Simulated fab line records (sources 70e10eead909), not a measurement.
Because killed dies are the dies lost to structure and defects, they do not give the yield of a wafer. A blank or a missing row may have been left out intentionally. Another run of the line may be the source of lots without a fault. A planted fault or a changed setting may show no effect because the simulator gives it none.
Which tool was responsible?    flow nand harc    24 lots with 72 wafers sampled at 4 steps, on a route of 1159 steps

== WHAT THE GAUGES READ, wafer by wafer ==
NHARC_A_CONTACT_CD_MEAS_69 targets a cd of 200 nm.
lot   measured      on         cd nm (nm)
L074  day 16 15:40  cd sem-03  200.7 200.7 200.2
L075  day 16 21:20  cd sem-01  199.6 200.1 199.3
L076  day 17 13:23  cd sem-02  199.9 199.7 200.3
L078  day 17 18:10  cd sem-02  199.4 199.8 199.9
L077  day 17 22:34  cd sem-03  200.0 199.9 200.5
L080  day 18 07:10  cd sem-03  199.5 199.8 200.2
L081  day 18 11:13  cd sem-02  200.3 200.0 200.3
L079  day 18 13:26  cd sem-03  199.9 200.7 200.2
L083  day 18 22:50  cd sem-02  199.7 199.8 199.9
L082  day 18 23:17  cd sem-01  199.5 199.9 199.8
L084  day 19 03:19  cd sem-02  199.7 199.7 200.0
L085  day 19 12:36  cd sem-02  199.9 199.8 199.7
L086  day 19 18:05  cd sem-03  199.4 199.4 199.3
L087  day 20 00:40  cd sem-02  199.6 200.3 200.2
L088  day 20 00:49  cd sem-02  200.4 200.3 200.9
L090  day 20 06:06  cd sem-02  199.9 199.8 200.3
L089  day 20 06:38  cd sem-03  200.0 199.9 199.1
L091  day 21 09:53  cd sem-03  200.0 199.9 200.5
L092  day 21 10:07  cd sem-03  200.0 200.0 199.8
L094  day 21 16:06  cd sem-02  199.8 200.0 199.9
L093  day 21 16:46  cd sem-02  199.2 199.3 198.9
L096  day 21 19:46  cd sem-01  200.2 200.5 199.9
L095  day 22 01:52  cd sem-03  200.6 200.5 200.0
L097  day 22 06:52  cd sem-03  200.2 199.6 199.7

== EACH LOT AND THE TOOL THAT RAN IT (in order: tool; ch and the chambers of the sampled wafers; start) ==
lot   NHARC_A_CONTACT_ETCH_117              NHARC_A_CONTACT_STRIP_55                       NHARC_A_CONTACT_DEP_57
L074  har cap etch-01 ch 0,1, day 16 10:48  rie diel-03 ch 0,1, day 16 13:28 or earlier    acl dep-03 ch 0, day 16 13:28
L075  har cap etch-02 ch 0,1, day 16 15:15  rie diel-08 ch 1,3, day 16 19:23 or earlier    acl dep-03 ch 0, day 16 19:23
L076  har cap etch-01 ch 0, day 17 08:35    rie diel-12 ch 1,2,3, day 17 11:14 or earlier  acl dep-02 ch 0, day 17 11:14
L078  har cap etch-03 ch 0,1, day 17 13:08  rie diel-12 ch 0,2, day 17 16:14 or earlier    acl dep-03 ch 0, day 17 16:14
L077  har cap etch-01 ch 0,1, day 17 17:42  rie diel-08 ch 0,1,2, day 17 20:13 or earlier  acl dep-03 ch 0, day 17 20:13
L080  har cap etch-03 ch 0,1, day 18 01:19  rie diel-12 ch 1,2, day 18 05:17 or earlier    acl dep-02 ch 0, day 18 05:17
L081  har cap etch-01 ch 0, day 18 03:35    rie diel-03 ch 2,3, day 18 09:02 or earlier    acl dep-01 ch 0, day 18 09:02
L079  har cap etch-03 ch 0,1, day 18 07:35  rie diel-03 ch 0,1,3, day 18 11:05 or earlier  acl dep-01 ch 0, day 18 11:05
L083  har cap etch-02 ch 0,1, day 18 18:11  rie diel-03 ch 0,1,3, day 18 20:29 or earlier  acl dep-03 ch 0, day 18 20:29
L082  har cap etch-03 ch 0,1, day 18 18:35  rie diel-12 ch 0,3, day 18 21:31 or earlier    acl dep-01 ch 0, day 18 21:31
L084  har cap etch-02 ch 0,1, day 18 22:08  rie diel-12 ch 1,3, day 19 00:50 or earlier    acl dep-03 ch 0, day 19 00:50
L085  har cap etch-01 ch 0,1, day 19 07:34  rie diel-08 ch 0,1, day 19 10:40 or earlier    acl dep-02 ch 0, day 19 10:40
L086  har cap etch-01 ch 0,1, day 19 13:29  rie diel-03 ch 0,2, day 19 16:03 or earlier    acl dep-02 ch 0, day 19 16:03
L087  har cap etch-02 ch 0,1, day 19 17:43  rie diel-03 ch 1,2, day 19 22:31 or earlier    acl dep-02 ch 0, day 19 22:31
L088  har cap etch-01 ch 0,1, day 19 18:11  rie diel-03 ch 0,1, day 19 22:15 or earlier    acl dep-03 ch 0, day 19 22:15
L090  har cap etch-01 ch 0,1, day 20 01:16  rie diel-08 ch 0,2,3, day 20 03:48 or earlier  acl dep-01 ch 0, day 20 03:48
L089  har cap etch-02 ch 0,1, day 20 01:44  rie diel-12 ch 0,2,3, day 20 04:11 or earlier  acl dep-03 ch 0, day 20 04:11
L091  har cap etch-03 ch 0,1, day 21 02:37  rie diel-03 ch 0,2,3, day 21 07:32 or earlier  acl dep-02 ch 0, day 21 07:32
L092  har cap etch-01 ch 1, day 21 02:41    rie diel-12 ch 1,3, day 21 07:38 or earlier    acl dep-03 ch 0, day 21 07:38
L094  har cap etch-02 ch 0,1, day 21 09:08  rie diel-12 ch 1,2,3, day 21 13:44 or earlier  acl dep-01 ch 0, day 21 13:44
L093  har cap etch-03 ch 0,1, day 21 10:21  rie diel-12 ch 0,2, day 21 14:19 or earlier    acl dep-02 ch 0, day 21 14:19
L096  har cap etch-03 ch 0,1, day 21 14:26  rie diel-03 ch 0,1,3, day 21 17:34 or earlier  acl dep-02 ch 0, day 21 17:34
L095  har cap etch-02 ch 1, day 21 19:19    rie diel-08 ch 0,1,2, day 21 23:25 or earlier  acl dep-01 ch 0, day 21 23:25
L097  har cap etch-02 ch 0,1, day 22 00:53  rie diel-08 ch 1,2,3, day 22 04:25 or earlier  acl dep-01 ch 0, day 22 04:25
- NHARC_A_CONTACT_ETCH_117: etches the open film in C4F8/O2/Ar, time 94 s, target depth 922 nm.
- NHARC_A_CONTACT_STRIP_55: strips in O2.
- NHARC_A_CONTACT_DEP_57: deposits aC, target thk 2800 nm.

== WHAT THE TOOLS THEMSELVES READ (means of the sampled wafers that have a number; where no wafer has one, the mark that the record gives instead) ==
NHARC_A_CONTACT_ETCH_117.
lot   tool             chamber pressure mTorr (mTorr)
L074  har cap etch-01  20.000
L075  har cap etch-02  20.002
L076  har cap etch-01  20.013
L078  har cap etch-03  20.007
L077  har cap etch-01  20.009
L080  har cap etch-03  20.003
L081  har cap etch-01  20.005
L079  har cap etch-03  19.979
L083  har cap etch-02  20.025
L082  har cap etch-03  20.002
L084  har cap etch-02  20.014
L085  har cap etch-01  19.990
L086  har cap etch-01  19.997
L087  har cap etch-02  19.998
L088  har cap etch-01  20.009
L090  har cap etch-01  20.002
L089  har cap etch-02  20.001
L091  har cap etch-03  19.999
L092  har cap etch-01  20.000
L094  har cap etch-02  20.004
L093  har cap etch-03  20.012
L096  har cap etch-03  19.996
L095  har cap etch-02  19.973
L097  har cap etch-02  19.989

NHARC_A_CONTACT_STRIP_55.
lot   tool         chamber pressure mTorr (mTorr)  drypump motor current A (A)  oes product au (a.u.)  rf vpp V (V)  showerhead plenum p Torr (Torr)  throttle valve pct (%)
L074  rie diel-03  59.99                           5.9                          0.994                  57.6          3.56                             17.025
L075  rie diel-08  60.01                           5.2                          1.008                  57.2          3.39                             17.047
L076  rie diel-12  60.03                           5.6                          1.008                  56.9          3.44                             17.039
L078  rie diel-12  60.03                           5.8                          1.011                  58.2          3.57                             17.053
L077  rie diel-08  59.96                           5.8                          0.998                  56.8          3.47                             17.037
L080  rie diel-12  60.05                           5.7                          1.000                  58.3          3.43                             17.034
L081  rie diel-03  59.95                           6.3                          1.004                  57.1          3.37                             17.034
L079  rie diel-03  60.01                           6.1                          1.004                  57.8          3.55                             17.030
L083  rie diel-03  60.01                           6.1                          0.999                  57.8          3.55                             17.026
L082  rie diel-12  59.99                           5.8                          1.016                  58.7          3.56                             17.041
L084  rie diel-12  60.06                           5.9                          1.008                  57.1          3.47                             17.040
L085  rie diel-08  60.01                           5.9                          1.004                  58.0          3.58                             17.026
L086  rie diel-03  59.99                           6.1                          0.999                  57.3          3.43                             17.026
L087  rie diel-03  59.98                           6.0                          1.003                  57.8          3.42                             17.035
L088  rie diel-03  60.01                           5.8                          1.001                  57.9          3.61                             17.033
L090  rie diel-08  60.07                           5.5                          1.011                  57.3          3.41                             17.044
L089  rie diel-12  59.99                           5.7                          1.017                  57.8          3.50                             17.040
L091  rie diel-03  59.99                           6.3                          1.006                  57.9          3.42                             17.040
L092  rie diel-12  60.01                           5.8                          1.015                  58.2          3.48                             17.030
L094  rie diel-12  60.06                           5.6                          1.008                  57.7          3.42                             17.043
L093  rie diel-12  60.02                           5.8                          1.012                  58.1          3.55                             17.031
L096  rie diel-03  59.99                           6.1                          0.998                  57.4          3.55                             17.040
L095  rie diel-08  59.99                           5.8                          1.003                  58.0          3.63                             17.035
L097  rie diel-08  59.99                           5.5                          1.007                  57.1          3.53                             17.046

NHARC_A_CONTACT_DEP_57.
lot   tool        throttle valve pct (%)
L074  acl dep-03  34.999
L075  acl dep-03  35.010
L076  acl dep-02  35.007
L078  acl dep-03  35.005
L077  acl dep-03  34.996
L080  acl dep-02  35.004
L081  acl dep-01  35.000
L079  acl dep-01  34.998
L083  acl dep-03  35.002
L082  acl dep-01  35.005
L084  acl dep-03  34.992
L085  acl dep-02  35.004
L086  acl dep-02  34.994
L087  acl dep-02  35.005
L088  acl dep-03  35.009
L090  acl dep-01  34.996
L089  acl dep-03  35.010
L091  acl dep-02  35.003
L092  acl dep-03  34.996
L094  acl dep-01  34.992
L093  acl dep-02  34.993
L096  acl dep-02  35.008
L095  acl dep-01  35.001
L097  acl dep-01  34.996

== THE ANSWER, worked out from the rows above alone ==
Rule: the usual values come from the lots themselves. Put in order of their means at a reading, lots are off if they are a third of the lots or fewer, leave a main group of 4 or more, and stand apart from it by a gap of 3 or more times the standard deviation of the main group's means; of several such gaps the widest counts. A main group is skipped when, at the precision printed for the reading in the tables above, its means are all equal. Also off: a lot with no number at a reading for which 4 or more lots have one. Any other lot the step has rows for is counted as sound. Order of review: gauges by route order, followed by the tools' own readings, for which a lot's mean as printed above is used. At the first step where some lot is off, the reading lying furthest off is the one used; lots without a number count as furthest.
Nothing can be told from this: no lot is off at any reading shown.

== WHAT THE SIMULATOR HAD INSERTED ==
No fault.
